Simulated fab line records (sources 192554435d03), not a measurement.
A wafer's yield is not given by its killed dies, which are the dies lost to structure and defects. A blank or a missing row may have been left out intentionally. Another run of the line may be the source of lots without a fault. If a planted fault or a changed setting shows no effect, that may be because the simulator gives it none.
Which tool is to blame? :: flow n5Finfet :: 29 wafers from 10 lots sampled at 3 of the route's 1938 steps

## WHAT THE GAUGES SHOWED, per wafer
N5_BEOL_M6_CD_MEAS_18: pitch 80 nm, target cd 40 nm.
lot: L815
measured: day 11 23:59
on: cdSem-01
cdNm (nm): 40.5 41.2 40.4

lot: L816
measured: day 12 04:50
on: cdSem-03
cdNm (nm): 39.7 40.0 40.0

lot: L821
measured: day 12 12:07
on: cdSem-03
cdNm (nm): 41.3 41.1 40.3

lot: L819
measured: day 13 04:49
on: cdSem-03
cdNm (nm): 39.2 39.7 39.9

lot: L823
measured: day 13 19:10
on: cdSem-03
cdNm (nm): 39.9 39.6 40.0

lot: L824
measured: day 14 20:02
on: cdSem-03
cdNm (nm): 39.8 39.5 39.9

lot: L828
measured: day 15 04:16
on: cdSem-03
cdNm (nm): 40.3 41.1 40.7

lot: L832
measured: day 16 05:21
on: cdSem-01
cdNm (nm): 39.6 40.4

lot: L835
measured: day 17 00:31
on: cdSem-02
cdNm (nm): 39.8 40.7 40.8

lot: L834
measured: day 17 02:08
on: cdSem-02
cdNm (nm): 39.6 39.2 39.1

## WHICH TOOL RAN EACH LOT (tool, then ch and the chambers of the sampled wafers, then the start)
lot: L815
N5_BEOL_M6_ETCH_62: rieDiel-03 ch 0,1,3, day 11 23:37
N5_BEOL_M6_STRIP_67: rieDiel-03 ch 0,1,3, day 11 23:46

lot: L816
N5_BEOL_M6_ETCH_62: rieDiel-03 ch 0,3, day 12 04:28
N5_BEOL_M6_STRIP_67: rieDiel-03 ch 0,3, day 12 04:37

lot: L821
N5_BEOL_M6_ETCH_62: rieDiel-03 ch 0,2, day 12 11:44
N5_BEOL_M6_STRIP_67: rieDiel-03 ch 0,2, day 12 11:53

lot: L819
N5_BEOL_M6_ETCH_62: rieDiel-01 ch 0,3, day 13 04:27
N5_BEOL_M6_STRIP_67: rieDiel-01 ch 0,3, day 13 04:36

lot: L823
N5_BEOL_M6_ETCH_62: rieDiel-03 ch 1,2,3, day 13 18:47
N5_BEOL_M6_STRIP_67: rieDiel-03 ch 1,2,3, day 13 18:56

lot: L824
N5_BEOL_M6_ETCH_62: rieDiel-01 ch 0,2,3, day 14 19:39
N5_BEOL_M6_STRIP_67: rieDiel-01 ch 0,2,3, day 14 19:48

lot: L828
N5_BEOL_M6_ETCH_62: rieDiel-03 ch 0,1,3, day 15 03:49
N5_BEOL_M6_STRIP_67: rieDiel-03 ch 0,1,3, day 15 03:57

lot: L832
N5_BEOL_M6_ETCH_62: rieDiel-01 ch 0, day 16 04:52
N5_BEOL_M6_STRIP_67: rieDiel-01 ch 0, day 16 05:01

lot: L835
N5_BEOL_M6_ETCH_62: rieDiel-03 ch 1,2, day 17 00:08
N5_BEOL_M6_STRIP_67: rieDiel-03 ch 1,2, day 17 00:17

lot: L834
N5_BEOL_M6_ETCH_62: rieDiel-03 ch 0,1,2, day 17 01:46
N5_BEOL_M6_STRIP_67: rieDiel-03 ch 0,1,2, day 17 01:55
- N5_BEOL_M6_ETCH_62: etches SOC in N2/H2, target depth 110 nm, overetch 22 nm, time 165 s.
- N5_BEOL_M6_STRIP_67: strips in CF4.

## AS READ BY THE TOOLS THEMSELVES (means over the sampled wafers that have a number; for cases with no such wafer, the mark the record gives instead)
N5_BEOL_M6_ETCH_62.
lot: L815
tool: rieDiel-03
biasW (W): 149.8
drypumpMotorCurrentA (A): 5.4
h2FlowSccm (sccm): 199.2
oesProductAu (a.u.): 0.63
rfVppV (V): 524.2
showerheadPlenumPTorr (Torr): 2.57
throttleValvePct (%): 17.68

lot: L816
tool: rieDiel-03
biasW (W): 149.9
drypumpMotorCurrentA (A): 5.5
h2FlowSccm (sccm): 200.7
oesProductAu (a.u.): 0.60
rfVppV (V): 523.8
showerheadPlenumPTorr (Torr): 2.52
throttleValvePct (%): 17.59

lot: L821
tool: rieDiel-03
biasW (W): 150.0
drypumpMotorCurrentA (A): 6.1
h2FlowSccm (sccm): 200.6
oesProductAu (a.u.): 0.74
rfVppV (V): 525.9
showerheadPlenumPTorr (Torr): 2.57
throttleValvePct (%): 17.56

lot: L819
tool: rieDiel-01
biasW (W): 149.9
drypumpMotorCurrentA (A): 5.9
h2FlowSccm (sccm): 200.2
oesProductAu (a.u.): 0.62
rfVppV (V): 522.5
showerheadPlenumPTorr (Torr): 2.49
throttleValvePct (%): 17.95

lot: L823
tool: rieDiel-03
biasW (W): 150.2
drypumpMotorCurrentA (A): 5.9
h2FlowSccm (sccm): 199.8
oesProductAu (a.u.): 0.69
rfVppV (V): 525.7
showerheadPlenumPTorr (Torr): 2.59
throttleValvePct (%): 17.71

lot: L824
tool: rieDiel-01
biasW (W): 150.0
drypumpMotorCurrentA (A): 5.7
h2FlowSccm (sccm): 200.2
oesProductAu (a.u.): 0.65
rfVppV (V): 523.5
showerheadPlenumPTorr (Torr): 2.51
throttleValvePct (%): 18.00

lot: L828
tool: rieDiel-03
biasW (W): 150.2
drypumpMotorCurrentA (A): 5.4
h2FlowSccm (sccm): 200.6
oesProductAu (a.u.): 0.62
rfVppV (V): 524.5
showerheadPlenumPTorr (Torr): 2.56
throttleValvePct (%): 17.72

lot: L832
tool: rieDiel-01
biasW (W): 149.8
drypumpMotorCurrentA (A): 6.0
h2FlowSccm (sccm): 199.8
oesProductAu (a.u.): 0.68
rfVppV (V): 522.0
showerheadPlenumPTorr (Torr): 2.47
throttleValvePct (%): 17.82

lot: L835
tool: rieDiel-03
biasW (W): 149.5
drypumpMotorCurrentA (A): 5.4
h2FlowSccm (sccm): 199.8
oesProductAu (a.u.): 0.69
rfVppV (V): 525.9
showerheadPlenumPTorr (Torr): 2.64
throttleValvePct (%): 17.78

lot: L834
tool: rieDiel-03
biasW (W): 149.9
drypumpMotorCurrentA (A): 5.5
h2FlowSccm (sccm): 200.3
oesProductAu (a.u.): 0.66
rfVppV (V): 523.8
showerheadPlenumPTorr (Torr): 2.58
throttleValvePct (%): 17.71

N5_BEOL_M6_STRIP_67.
lot: L815
tool: rieDiel-03
drypumpMotorCurrentA (A): 5.4
oesProductAu (a.u.): 0.75
rfVppV (V): 271.6
showerheadPlenumPTorr (Torr): 1.82
throttleValvePct (%): 13.54

lot: L816
tool: rieDiel-03
drypumpMotorCurrentA (A): 5.6
oesProductAu (a.u.): 0.71
rfVppV (V): 271.6
showerheadPlenumPTorr (Torr): 1.78
throttleValvePct (%): 13.45

lot: L821
tool: rieDiel-03
drypumpMotorCurrentA (A): 6.1
oesProductAu (a.u.): 0.88
rfVppV (V): 271.7
showerheadPlenumPTorr (Torr): 1.82
throttleValvePct (%): 13.33

lot: L819
tool: rieDiel-01
drypumpMotorCurrentA (A): 5.8
oesProductAu (a.u.): 0.74
rfVppV (V): 270.8
showerheadPlenumPTorr (Torr): 1.76
throttleValvePct (%): 13.75

lot: L823
tool: rieDiel-03
drypumpMotorCurrentA (A): 5.9
oesProductAu (a.u.): 0.82
rfVppV (V): 271.9
showerheadPlenumPTorr (Torr): 1.83
throttleValvePct (%): 13.53

lot: L824
tool: rieDiel-01
drypumpMotorCurrentA (A): 5.6
oesProductAu (a.u.): 0.77
rfVppV (V): 270.7
showerheadPlenumPTorr (Torr): 1.77
throttleValvePct (%): 13.70

lot: L828
tool: rieDiel-03
drypumpMotorCurrentA (A): 5.5
oesProductAu (a.u.): 0.73
rfVppV (V): 270.9
showerheadPlenumPTorr (Torr): 1.81
throttleValvePct (%): 13.59

lot: L832
tool: rieDiel-01
drypumpMotorCurrentA (A): 6.0
oesProductAu (a.u.): 0.80
rfVppV (V): 270.8
showerheadPlenumPTorr (Torr): 1.74
throttleValvePct (%): 13.45

lot: L835
tool: rieDiel-03
drypumpMotorCurrentA (A): 5.4
oesProductAu (a.u.): 0.82
rfVppV (V): 273.0
showerheadPlenumPTorr (Torr): 1.86
throttleValvePct (%): 13.61

lot: L834
tool: rieDiel-03
drypumpMotorCurrentA (A): 5.5
oesProductAu (a.u.): 0.78
rfVppV (V): 271.2
showerheadPlenumPTorr (Torr): 1.82
throttleValvePct (%): 13.53

## THE ANSWER, worked out from the rows above alone
Rule: what is usual is taken from the lots themselves. The widest of any qualifying gaps counts: lots, ordered by their means at a reading, are off when they make up no more than a third of the lots, leave a main group of 4 or more, and stand apart from it by 3 or more times the standard deviation of that group's means. Not used: any main group whose means are identical at the precision the tables above print for the reading. A lot without any number at a reading at which 4 lots or more have one is off too. Where the step has rows for the other lots, those lots are counted as sound. The gauges are gone through in route order, then the tools' own readings, and for those a lot's mean is taken as printed above. At the first step where some lot is off, the reading lying furthest off is the one used; lots without a number count as furthest.
No lot is off on any of the readings shown, so nothing can be concluded from this.

## WHAT WAS PUT IN BY THE SIMULATOR
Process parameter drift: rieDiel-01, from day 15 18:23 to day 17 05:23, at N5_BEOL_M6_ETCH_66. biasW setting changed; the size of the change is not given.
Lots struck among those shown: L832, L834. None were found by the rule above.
